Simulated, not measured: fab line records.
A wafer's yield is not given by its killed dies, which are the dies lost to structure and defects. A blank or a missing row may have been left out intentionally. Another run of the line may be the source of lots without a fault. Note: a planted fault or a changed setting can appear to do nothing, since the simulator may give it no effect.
fab line records || flow nandHarc || part 2 of 2: steps 26 to 38 of 38
record {"lots": 5, "wafers": 15, "lastDay": 33}
route steps=1302 shown P_BONDPAD@356 A_START@389 A_ZERO_WELL@390
lots with no fault: from the same line, run without faults
startH: hours from the record's first day to the start of the lot's first wafer shown || waitH: hours elapsed since this lot's preceding step || " same as the row above || L1.1+2: several wafers, shown together as one row || - no value present, or no start provided || * or withheld: withheld || < > ~ a bound
route shown NAME@n: NAME is a module with steps in the file, n the number in the route of the first one || usual: mean/standard deviation taken from wafers without a fault || same: alike in all rows || chamber/n: place in a boat || sites: readings site by site || _std_site: how widely they spread, as a standard deviation || _edge_site: outer sites' mean less inner sites' || radiusMm: for every site, how far away it sits from the centre of the wafer || mask NAME#n: copy n || behind: the last tool/chamber to shape the wafer || hold: reason for holding the lot/hours on hold/outcome of the hold || device: the transistor (n, p or np) that didn't switch || end of line: the same wafers' tests at the end of the route || step lacking rows: just its recipe || killed: dies lost to structure and defects at the first sort, not the wafer's yield || map: shows each die of a wafer: x if killed, . if not, _ if none is there
set.NAME: the setting that was run; set.NAME@STEP: the one run at that earlier step || model.NAME: the simulator's own value behind a step, which no gauge read
a table for each step, a row for each wafer; lots at some steps of the route
services: a tool's chamber out of use, with start hour (startH, from the record's first day; less than 0 if before it), hours out, and reason
## steps
# step NHARC_P_BONDPAD_THK_MEAS_20
# recipe {"thkMeasGauge": "xrf"}
# usual {"thkNm": "160.4/1.4"}
{"lot.wafer": "L076.1", "tool": "filmMetro-01", "chamber": "-", "startH": 154.63, "waitH": "-", "thkNm": 161.1}
{"lot.wafer": "L076.5", "tool": "filmMetro-01", "chamber": "-", "startH": 154.63, "waitH": "-", "thkNm": 161.1}
{"lot.wafer": "L076.6", "tool": "filmMetro-01", "chamber": "-", "startH": 154.63, "waitH": "-", "thkNm": 161.1}
{"lot.wafer": "L084.1", "tool": "filmMetro-01", "chamber": "-", "startH": 242.48, "waitH": "-", "thkNm": 161.2}
{"lot.wafer": "L084.4", "tool": "filmMetro-01", "chamber": "-", "startH": 242.48, "waitH": "-", "thkNm": 162.5}
{"lot.wafer": "L084.6", "tool": "filmMetro-01", "chamber": "-", "startH": 242.48, "waitH": "-", "thkNm": 160.9}
{"lot.wafer": "L086.4", "tool": "filmMetro-01", "chamber": "-", "startH": 256.66, "waitH": "-", "thkNm": 161.3}
{"lot.wafer": "L086.5", "tool": "filmMetro-01", "chamber": "-", "startH": 256.66, "waitH": "-", "thkNm": 161.3}
{"lot.wafer": "L086.6", "tool": "filmMetro-01", "chamber": "-", "startH": 256.66, "waitH": "-", "thkNm": 159.9}
{"lot.wafer": "L093.2", "tool": "filmMetro-01", "chamber": "-", "startH": 334.26, "waitH": "-", "thkNm": 160.1}
{"lot.wafer": "L093.3", "tool": "filmMetro-01", "chamber": "-", "startH": 334.26, "waitH": "-", "thkNm": 160.6}
{"lot.wafer": "L093.4", "tool": "filmMetro-01", "chamber": "-", "startH": 334.26, "waitH": "-", "thkNm": 159.6}
{"lot.wafer": "L096.2", "tool": "filmMetro-01", "chamber": "-", "startH": 355.13, "waitH": "-", "thkNm": 161.3}
{"lot.wafer": "L096.4", "tool": "filmMetro-01", "chamber": "-", "startH": 355.13, "waitH": "-", "thkNm": 161.9}
{"lot.wafer": "L096.5", "tool": "filmMetro-01", "chamber": "-", "startH": 355.13, "waitH": "-", "thkNm": 162.1}
# step NHARC_P_BONDPAD_SRD_21
# recipe {"timeS": 30, "tempC": 23, "dryTimeS": 20, "spinRpm": 1500}
# usual {"co2ResistivityMohmCm": "0.2001/0.002", "spinRpm": "1500.0/0.8"}
{"lot.wafer": "L076.6", "tool": "wetBench-10", "chamber": 3, "startH": 154.67, "waitH": 0.0, "co2ResistivityMohmCm": 0.1993, "spinRpm": 1500.1}
{"lot.wafer": "L076.1", "tool": "wetBench-10", "chamber": 6, "startH": 154.67, "waitH": 0.0, "co2ResistivityMohmCm": 0.1986, "spinRpm": 1500.8}
{"lot.wafer": "L076.5", "tool": "wetBench-10", "chamber": 7, "startH": 154.67, "waitH": 0.0, "co2ResistivityMohmCm": 0.2007, "spinRpm": 1499.2}
{"lot.wafer": "L084.1", "tool": "wetBench-10", "chamber": 4, "startH": 242.52, "waitH": 0.0, "co2ResistivityMohmCm": 0.1990, "spinRpm": 1500.0}
{"lot.wafer": "L084.6", "tool": "wetBench-10", "chamber": 6, "startH": 242.52, "waitH": 0.0, "co2ResistivityMohmCm": 0.2013, "spinRpm": 1499.3}
{"lot.wafer": "L084.4", "tool": "wetBench-10", "chamber": 0, "startH": 242.52, "waitH": 0.0, "co2ResistivityMohmCm": 0.2011, "spinRpm": 1501.2}
{"lot.wafer": "L086.5", "tool": "wetBench-08", "chamber": 0, "startH": 256.70, "waitH": 0.0, "co2ResistivityMohmCm": 0.2011, "spinRpm": 1500.0}
{"lot.wafer": "L086.6", "tool": "wetBench-08", "chamber": 2, "startH": 256.70, "waitH": 0.0, "co2ResistivityMohmCm": 0.2014, "spinRpm": 1499.3}
{"lot.wafer": "L086.4", "tool": "wetBench-08", "chamber": 3, "startH": 256.70, "waitH": 0.0, "co2ResistivityMohmCm": 0.2008, "spinRpm": 1500.6}
{"lot.wafer": "L093.2", "tool": "wetBench-08", "chamber": 4, "startH": 334.30, "waitH": 0.0, "co2ResistivityMohmCm": 0.2021, "spinRpm": 1499.6}
{"lot.wafer": "L093.4", "tool": "wetBench-08", "chamber": 7, "startH": 334.30, "waitH": 0.0, "co2ResistivityMohmCm": 0.2013, "spinRpm": 1500.3}
{"lot.wafer": "L093.3", "tool": "wetBench-08", "chamber": 0, "startH": 334.30, "waitH": 0.0, "co2ResistivityMohmCm": 0.1979, "spinRpm": 1500.1}
{"lot.wafer": "L096.5", "tool": "wetBench-10", "chamber": 5, "startH": 355.17, "waitH": 0.0, "co2ResistivityMohmCm": 0.2022, "spinRpm": 1501.4}
{"lot.wafer": "L096.2", "tool": "wetBench-10", "chamber": 6, "startH": 355.17, "waitH": 0.0, "co2ResistivityMohmCm": 0.2076, "spinRpm": 1500.1}
{"lot.wafer": "L096.4", "tool": "wetBench-10", "chamber": 7, "startH": 355.17, "waitH": 0.0, "co2ResistivityMohmCm": 0.2016, "spinRpm": 1498.8}
# step NHARC_P_BONDPAD_INSPECT_23
# usual {"rawDefectCount": "358/120"}
{"lot.wafer": "L076.1", "tool": "defectInspect-01", "chamber": "-", "startH": 154.83, "waitH": 0.0, "rawDefectCount": 231}
{"lot.wafer": "L076.5", "tool": "defectInspect-01", "chamber": "-", "startH": 154.83, "waitH": 0.0, "rawDefectCount": 360}
{"lot.wafer": "L076.6", "tool": "defectInspect-01", "chamber": "-", "startH": 154.83, "waitH": 0.0, "rawDefectCount": 314}
{"lot.wafer": "L084.1", "tool": "defectInspect-02", "chamber": "-", "startH": 242.70, "waitH": 0.0, "rawDefectCount": 575}
{"lot.wafer": "L084.4", "tool": "defectInspect-02", "chamber": "-", "startH": 242.70, "waitH": 0.0, "rawDefectCount": 522}
{"lot.wafer": "L084.6", "tool": "defectInspect-02", "chamber": "-", "startH": 242.70, "waitH": 0.0, "rawDefectCount": 321}
{"lot.wafer": "L086.4", "tool": "defectInspect-02", "chamber": "-", "startH": 256.88, "waitH": 0.0, "rawDefectCount": 366}
{"lot.wafer": "L086.5", "tool": "defectInspect-02", "chamber": "-", "startH": 256.88, "waitH": 0.0, "rawDefectCount": 429}
{"lot.wafer": "L086.6", "tool": "defectInspect-02", "chamber": "-", "startH": 256.88, "waitH": 0.0, "rawDefectCount": 308}
{"lot.wafer": "L093.2", "tool": "defectInspect-02", "chamber": "-", "startH": 334.49, "waitH": 0.0, "rawDefectCount": 257}
{"lot.wafer": "L093.3", "tool": "defectInspect-02", "chamber": "-", "startH": 334.49, "waitH": 0.0, "rawDefectCount": 394}
{"lot.wafer": "L093.4", "tool": "defectInspect-02", "chamber": "-", "startH": 334.49, "waitH": 0.0, "rawDefectCount": 265}
{"lot.wafer": "L096.2", "tool": "defectInspect-02", "chamber": "-", "startH": 355.35, "waitH": 0.0, "rawDefectCount": 449}
{"lot.wafer": "L096.4", "tool": "defectInspect-02", "chamber": "-", "startH": 355.35, "waitH": 0.0, "rawDefectCount": 435}
{"lot.wafer": "L096.5", "tool": "defectInspect-02", "chamber": "-", "startH": 355.35, "waitH": 0.0, "rawDefectCount": 560}
# step NHARC_P_BONDPAD_ACTIVATE_29
# recipe {"timeS": 60, "n2FlowSccm": 200, "arFlowSccm": 0, "biasPowerW": 0, "chemistry": "N2"}
# usual {"drypumpMotorCurrentA": "5.6/0.39", "n2FlowSccm": "200.0/0.64", "oesProductAu": "0.999/0.0074", "rfVppV": "64.1/0.86", "showerheadPlenumPTorr": "1.74/0.059"}
# same {"biasPowerW": 0}
{"lot.wafer": "L076.1", "tool": "rieDiel-11", "chamber": 1, "startH": 154.92, "waitH": 0.1, "drypumpMotorCurrentA": 5.3, "n2FlowSccm": 201.2, "oesProductAu": 0.997, "rfHoursCounterH": 4.2, "rfVppV": 64.2, "showerheadPlenumPTorr": 1.70}
{"lot.wafer": "L076.6", "tool": "rieDiel-11", "chamber": 3, "startH": 154.92, "waitH": 0.1, "drypumpMotorCurrentA": 4.8, "n2FlowSccm": 198.5, "oesProductAu": 0.992, "rfHoursCounterH": "-", "rfVppV": 63.7, "showerheadPlenumPTorr": 1.78}
{"lot.wafer": "L076.5", "tool": "rieDiel-11", "chamber": 0, "startH": 154.92, "waitH": 0.1, "drypumpMotorCurrentA": 6.5, "n2FlowSccm": 200.1, "oesProductAu": 0.995, "rfHoursCounterH": "-", "rfVppV": 64.5, "showerheadPlenumPTorr": 1.81}
{"lot.wafer": "L084.4", "tool": "rieDiel-08", "chamber": 2, "startH": 242.77, "waitH": 0.1, "drypumpMotorCurrentA": 5.3, "n2FlowSccm": 199.1, "oesProductAu": 0.994, "rfHoursCounterH": 1.3, "rfVppV": 63.5, "showerheadPlenumPTorr": 1.65}
{"lot.wafer": "L084.1", "tool": "rieDiel-08", "chamber": 3, "startH": 242.77, "waitH": 0.1, "drypumpMotorCurrentA": 5.7, "n2FlowSccm": 200.5, "oesProductAu": 1.016, "rfHoursCounterH": 1.4, "rfVppV": 64.4, "showerheadPlenumPTorr": 1.72}
{"lot.wafer": "L084.6", "tool": "rieDiel-08", "chamber": 2, "startH": 242.77, "waitH": 0.1, "drypumpMotorCurrentA": 5.3, "n2FlowSccm": 198.8, "oesProductAu": 1.003, "rfHoursCounterH": "-", "rfVppV": 64.9, "showerheadPlenumPTorr": 1.65}
{"lot.wafer": "L086.4", "tool": "rieDiel-04", "chamber": 1, "startH": 256.97, "waitH": 0.1, "drypumpMotorCurrentA": 5.8, "n2FlowSccm": 200.5, "oesProductAu": 1.006, "rfHoursCounterH": 4.0, "rfVppV": 64.6, "showerheadPlenumPTorr": 1.84}
{"lot.wafer": "L086.5", "tool": "rieDiel-04", "chamber": 3, "startH": 256.97, "waitH": 0.1, "drypumpMotorCurrentA": 5.5, "n2FlowSccm": 200.1, "oesProductAu": 1.004, "rfHoursCounterH": "-", "rfVppV": 64.0, "showerheadPlenumPTorr": 1.82}
{"lot.wafer": "L086.6", "tool": "rieDiel-04", "chamber": 0, "startH": 256.97, "waitH": 0.1, "drypumpMotorCurrentA": 5.8, "n2FlowSccm": 200.6, "oesProductAu": 1.005, "rfHoursCounterH": "-", "rfVppV": 64.8, "showerheadPlenumPTorr": 1.75}
{"lot.wafer": "L093.2", "tool": "rieDiel-08", "chamber": 3, "startH": 334.55, "waitH": 0.1, "drypumpMotorCurrentA": 5.7, "n2FlowSccm": 199.3, "oesProductAu": 1.004, "rfHoursCounterH": 4.7, "rfVppV": 65.7, "showerheadPlenumPTorr": 1.72}
{"lot.wafer": "L093.4", "tool": "rieDiel-08", "chamber": 0, "startH": 334.55, "waitH": 0.1, "drypumpMotorCurrentA": 6.1, "n2FlowSccm": 200.7, "oesProductAu": 0.993, "rfHoursCounterH": 4.6, "rfVppV": 64.2, "showerheadPlenumPTorr": 1.77}
{"lot.wafer": "L093.3", "tool": "rieDiel-08", "chamber": 1, "startH": 334.55, "waitH": 0.1, "drypumpMotorCurrentA": 5.8, "n2FlowSccm": 199.8, "oesProductAu": 1.007, "rfHoursCounterH": 4.1, "rfVppV": 64.0, "showerheadPlenumPTorr": 1.77}
{"lot.wafer": "L096.2", "tool": "rieDiel-11", "chamber": 2, "startH": 355.41, "waitH": 0.1, "drypumpMotorCurrentA": 5.4, "n2FlowSccm": 199.4, "oesProductAu": 1.003, "rfHoursCounterH": 6.4, "rfVppV": 64.3, "showerheadPlenumPTorr": 1.65}
{"lot.wafer": "L096.4", "tool": "rieDiel-11", "chamber": 0, "startH": 355.41, "waitH": 0.1, "drypumpMotorCurrentA": 6.5, "n2FlowSccm": 200.6, "oesProductAu": 1.003, "rfHoursCounterH": 6.1, "rfVppV": 65.6, "showerheadPlenumPTorr": 1.81}
{"lot.wafer": "L096.5", "tool": "rieDiel-11", "chamber": 3, "startH": 355.41, "waitH": 0.1, "drypumpMotorCurrentA": 4.9, "n2FlowSccm": 200.2, "oesProductAu": 1.008, "rfHoursCounterH": "-", "rfVppV": 63.2, "showerheadPlenumPTorr": 1.78}
# step NHARC_P_BONDPAD_PRECLEAN_30
# recipe {"timeS": 300, "tempC": 23, "chemistry": "DIW"}
{"lot.wafer": "L076.5+6+1", "tool": "wetBench-10", "chamber": "2,5,6", "startH": 155.06, "waitH": 0.1}
{"lot.wafer": "L084.1+4+6", "tool": "wetBench-08", "chamber": "7,3,4", "startH": 242.92, "waitH": 0.1}
{"lot.wafer": "L086.4+6+5", "tool": "wetBench-08", "chamber": "6,0,1", "startH": 257.12, "waitH": 0.1}
{"lot.wafer": "L093.3+2+4", "tool": "wetBench-10", "chamber": "2,4,5", "startH": 334.71, "waitH": 0.1}
{"lot.wafer": "L096.2+5+4", "tool": "wetBench-08", "chamber": "7,0,2", "startH": 355.60, "waitH": 0.2}
# step NHARC_P_BONDPAD_SRD_31
# recipe {"timeS": 30, "tempC": 23, "dryTimeS": 20, "spinRpm": 1500}
# usual {"co2ResistivityMohmCm": "0.1999/0.0021", "spinRpm": "1500.0/0.89"}
{"lot.wafer": "L076.5", "tool": "wetBench-10", "chamber": 2, "startH": "-", "waitH": "-", "co2ResistivityMohmCm": 0.1977, "spinRpm": 1500.5}
{"lot.wafer": "L076.6", "tool": "wetBench-10", "chamber": 5, "startH": "-", "waitH": "-", "co2ResistivityMohmCm": 0.1972, "spinRpm": 1499.9}
{"lot.wafer": "L076.1", "tool": "wetBench-10", "chamber": 6, "startH": "-", "waitH": "-", "co2ResistivityMohmCm": 0.2029, "spinRpm": 1500.1}
{"lot.wafer": "L084.1", "tool": "wetBench-08", "chamber": 7, "startH": "-", "waitH": "-", "co2ResistivityMohmCm": 0.1976, "spinRpm": 1499.7}
{"lot.wafer": "L084.4", "tool": "wetBench-08", "chamber": 3, "startH": "-", "waitH": "-", "co2ResistivityMohmCm": 0.1997, "spinRpm": 1500.6}
{"lot.wafer": "L084.6", "tool": "wetBench-08", "chamber": 4, "startH": "-", "waitH": "-", "co2ResistivityMohmCm": 0.1969, "spinRpm": 1498.9}
{"lot.wafer": "L086.4", "tool": "wetBench-08", "chamber": 6, "startH": "-", "waitH": "-", "co2ResistivityMohmCm": 0.1995, "spinRpm": 1500.6}
{"lot.wafer": "L086.6", "tool": "wetBench-08", "chamber": 0, "startH": "-", "waitH": "-", "co2ResistivityMohmCm": 0.2026, "spinRpm": 1500.1}
{"lot.wafer": "L086.5", "tool": "wetBench-08", "chamber": 1, "startH": "-", "waitH": "-", "co2ResistivityMohmCm": 0.1997, "spinRpm": 1498.8}
{"lot.wafer": "L093.3", "tool": "wetBench-10", "chamber": 2, "startH": "-", "waitH": "-", "co2ResistivityMohmCm": 0.2002, "spinRpm": 1500.1}
{"lot.wafer": "L093.2", "tool": "wetBench-10", "chamber": 4, "startH": "-", "waitH": "-", "co2ResistivityMohmCm": 0.2010, "spinRpm": 1500.3}
{"lot.wafer": "L093.4", "tool": "wetBench-10", "chamber": 5, "startH": "-", "waitH": "-", "co2ResistivityMohmCm": 0.2035, "spinRpm": 1500.4}
{"lot.wafer": "L096.2", "tool": "wetBench-08", "chamber": 7, "startH": "-", "waitH": "-", "co2ResistivityMohmCm": 0.1998, "spinRpm": 1500.3}
{"lot.wafer": "L096.5", "tool": "wetBench-08", "chamber": 0, "startH": "-", "waitH": "-", "co2ResistivityMohmCm": 0.2018, "spinRpm": 1500.5}
{"lot.wafer": "L096.4", "tool": "wetBench-08", "chamber": 2, "startH": "-", "waitH": "-", "co2ResistivityMohmCm": 0.2032, "spinRpm": 1499.3}
# step NHARC_A_START_INSPECT_01
# usual {"rawDefectCount": "3.3/2"}
{"lot.wafer": "L076.1", "tool": "defectInspect-01", "chamber": "-", "startH": 155.30, "waitH": "-", "rawDefectCount": 2}
{"lot.wafer": "L076.5", "tool": "defectInspect-01", "chamber": "-", "startH": 155.30, "waitH": "-", "rawDefectCount": 1}
{"lot.wafer": "L076.6", "tool": "defectInspect-01", "chamber": "-", "startH": 155.30, "waitH": "-", "rawDefectCount": 1}
{"lot.wafer": "L084.1", "tool": "defectInspect-01", "chamber": "-", "startH": 243.17, "waitH": "-", "rawDefectCount": 2}
{"lot.wafer": "L084.4", "tool": "defectInspect-01", "chamber": "-", "startH": 243.17, "waitH": "-", "rawDefectCount": 3}
{"lot.wafer": "L084.6", "tool": "defectInspect-01", "chamber": "-", "startH": 243.17, "waitH": "-", "rawDefectCount": 4}
{"lot.wafer": "L086.4", "tool": "defectInspect-02", "chamber": "-", "startH": 257.35, "waitH": "-", "rawDefectCount": 0}
{"lot.wafer": "L086.5", "tool": "defectInspect-02", "chamber": "-", "startH": 257.35, "waitH": "-", "rawDefectCount": 7}
{"lot.wafer": "L086.6", "tool": "defectInspect-02", "chamber": "-", "startH": 257.35, "waitH": "-", "rawDefectCount": 0}
{"lot.wafer": "L093.2", "tool": "defectInspect-01", "chamber": "-", "startH": 334.96, "waitH": "-", "rawDefectCount": 5}
{"lot.wafer": "L093.3", "tool": "defectInspect-01", "chamber": "-", "startH": 334.96, "waitH": "-", "rawDefectCount": 3}
{"lot.wafer": "L093.4", "tool": "defectInspect-01", "chamber": "-", "startH": 334.96, "waitH": "-", "rawDefectCount": 2}
{"lot.wafer": "L096.2", "tool": "defectInspect-02", "chamber": "-", "startH": 355.83, "waitH": "-", "rawDefectCount": 5}
{"lot.wafer": "L096.4", "tool": "defectInspect-02", "chamber": "-", "startH": 355.83, "waitH": "-", "rawDefectCount": 3}
{"lot.wafer": "L096.5", "tool": "defectInspect-02", "chamber": "-", "startH": 355.83, "waitH": "-", "rawDefectCount": 4}
# step NHARC_A_ZERO_WELL_PRECLEAN_00
# recipe {"timeS": 600, "tempC": 120, "chemistry": "SPM"}
{"lot.wafer": "L076.1+6+5", "tool": "wetBench-06", "chamber": "6,0,1", "startH": 155.40, "waitH": 0.1}
{"lot.wafer": "L084.1+6+4", "tool": "wetBench-04", "chamber": "0,1,4", "startH": 243.26, "waitH": 0.1}
{"lot.wafer": "L086.5+4+6", "tool": "wetBench-06", "chamber": "1,5,6", "startH": 257.43, "waitH": 0.1}
{"lot.wafer": "L093.4+2+3", "tool": "wetBench-04", "chamber": "6,7,0", "startH": 335.05, "waitH": 0.1}
{"lot.wafer": "L096.5+2+4", "tool": "wetBench-04", "chamber": "0,4,5", "startH": 355.91, "waitH": 0.1}
# step NHARC_A_ZERO_WELL_SRD_01
{"lot.wafer": "L076.1+6+5", "tool": "wetBench-06", "chamber": "6,0,1", "startH": "-", "waitH": "-"}
{"lot.wafer": "L084.1+6+4", "tool": "wetBench-04", "chamber": "0,1,4", "startH": "-", "waitH": "-"}
{"lot.wafer": "L086.5+4+6", "tool": "wetBench-06", "chamber": "1,5,6", "startH": "-", "waitH": "-"}
{"lot.wafer": "L093.4+2+3", "tool": "wetBench-04", "chamber": "6,7,0", "startH": "-", "waitH": "-"}
{"lot.wafer": "L096.5+2+4", "tool": "wetBench-04", "chamber": "0,4,5", "startH": "-", "waitH": "-"}
# step NHARC_A_ZERO_WELL_DEHYDRATE_02
# recipe {"tempC": 150, "timeS": 120}
{"lot.wafer": "L076.1+5+6", "tool": "lithoTrack-07", "chamber": 0, "startH": 155.69, "waitH": "-"}
{"lot.wafer": "L084.1+4+6", "tool": "lithoTrack-02", "chamber": 0, "startH": 243.57, "waitH": "-"}
{"lot.wafer": "L086.4+5+6", "tool": "lithoTrack-02", "chamber": 0, "startH": 257.74, "waitH": "-"}
{"lot.wafer": "L093.2+3+4", "tool": "lithoTrack-07", "chamber": 0, "startH": 335.36, "waitH": "-"}
{"lot.wafer": "L096.2+4+5", "tool": "lithoTrack-05", "chamber": 0, "startH": 356.23, "waitH": "-"}
# step NHARC_A_ZERO_WELL_HMDS_03
# recipe {"timeS": 30}
{"lot.wafer": "L076.1+5+6", "tool": "lithoTrack-07", "chamber": 0, "startH": "-", "waitH": "-"}
{"lot.wafer": "L084.1+4+6", "tool": "lithoTrack-02", "chamber": 0, "startH": "-", "waitH": "-"}
{"lot.wafer": "L086.4+5+6", "tool": "lithoTrack-02", "chamber": 0, "startH": "-", "waitH": "-"}
{"lot.wafer": "L093.2+3+4", "tool": "lithoTrack-07", "chamber": 0, "startH": "-", "waitH": "-"}
{"lot.wafer": "L096.2+4+5", "tool": "lithoTrack-05", "chamber": 0, "startH": "-", "waitH": "-"}
# step NHARC_A_ZERO_WELL_COAT_18
# recipe {"tempC": 200, "timeS": 65}
{"lot.wafer": "L076.1+5+6", "tool": "lithoTrack-07", "chamber": 0, "startH": "-", "waitH": "-"}
{"lot.wafer": "L084.1+4+6", "tool": "lithoTrack-02", "chamber": 0, "startH": "-", "waitH": "-"}
{"lot.wafer": "L086.4+5+6", "tool": "lithoTrack-02", "chamber": 0, "startH": "-", "waitH": "-"}
{"lot.wafer": "L093.2+3+4", "tool": "lithoTrack-07", "chamber": 0, "startH": "-", "waitH": "-"}
{"lot.wafer": "L096.2+4+5", "tool": "lithoTrack-05", "chamber": 0, "startH": "-", "waitH": "-"}
# step NHARC_A_ZERO_WELL_COAT_04
# recipe {"spinRpm": 2000, "resistThkNm": 600}
{"lot.wafer": "L076.1+5+6", "tool": "lithoTrack-07", "chamber": 0, "startH": "-", "waitH": "-"}
{"lot.wafer": "L084.1+4+6", "tool": "lithoTrack-02", "chamber": 0, "startH": "-", "waitH": "-"}
{"lot.wafer": "L086.4+5+6", "tool": "lithoTrack-02", "chamber": 0, "startH": "-", "waitH": "-"}
{"lot.wafer": "L093.2+3+4", "tool": "lithoTrack-07", "chamber": 0, "startH": "-", "waitH": "-"}
{"lot.wafer": "L096.2+4+5", "tool": "lithoTrack-05", "chamber": 0, "startH": "-", "waitH": "-"}
## services
{"tool": "wetBench-10", "chamber": "-", "startH": 135.28, "hours": 8.0, "kind": "pm"}
{"tool": "rieDiel-08", "chamber": 3, "startH": 177.47, "hours": 4.3, "kind": "repair"}
{"tool": "rieDiel-04", "chamber": "-", "startH": 177.98, "hours": 9.0, "kind": "pm"}
{"tool": "rieDiel-08", "chamber": "-", "startH": 190.80, "hours": 9.0, "kind": "pm"}
{"tool": "wetBench-08", "chamber": "-", "startH": 193.57, "hours": 4.4, "kind": "repair"}
{"tool": "rieDiel-11", "chamber": 1, "startH": 201.38, "hours": 34.0, "kind": "repair"}
{"tool": "rieDiel-11", "chamber": 3, "startH": 201.88, "hours": 6.9, "kind": "repair"}
{"tool": "rieDiel-08", "chamber": 2, "startH": 212.49, "hours": 3.2, "kind": "repair"}
{"tool": "rieDiel-04", "chamber": 2, "startH": 218.43, "hours": 1.9, "kind": "repair"}
{"tool": "pvdSputter-01", "chamber": "-", "startH": 226.02, "hours": 10.0, "kind": "pm"}
{"tool": "lithoTrack-02", "chamber": "-", "startH": 227.00, "hours": 7.0, "kind": "pm"}
{"tool": "wetBench-04", "chamber": "-", "startH": 227.20, "hours": 8.0, "kind": "pm"}
{"tool": "lithoTrack-07", "chamber": "-", "startH": 251.00, "hours": 7.0, "kind": "pm"}
{"tool": "rieDiel-11", "chamber": "-", "startH": 255.50, "hours": 9.0, "kind": "pm"}
{"tool": "lithoTrack-03", "chamber": "-", "startH": 275.01, "hours": 7.0, "kind": "pm"}
{"tool": "rieDiel-04", "chamber": 0, "startH": 284.99, "hours": 1.9, "kind": "repair"}
{"tool": "pvdSputter-01", "chamber": "-", "startH": 287.67, "hours": 6.3, "kind": "repair"}
{"tool": "wetBench-08", "chamber": "-", "startH": 294.40, "hours": 8.0, "kind": "pm"}
{"tool": "lithoTrack-05", "chamber": "-", "startH": 299.01, "hours": 7.0, "kind": "pm"}
{"tool": "rieDiel-11", "chamber": 0, "startH": 309.50, "hours": 2.3, "kind": "repair"}
{"tool": "wetBench-10", "chamber": "-", "startH": 311.28, "hours": 8.0, "kind": "pm"}
{"tool": "rieDiel-11", "chamber": 0, "startH": 337.63, "hours": 4.3, "kind": "repair"}
{"tool": "rieDiel-11", "chamber": 1, "startH": 343.40, "hours": 4.4, "kind": "repair"}
{"tool": "pvdSputter-01", "chamber": "-", "startH": 348.72, "hours": 1.4, "kind": "repair"}
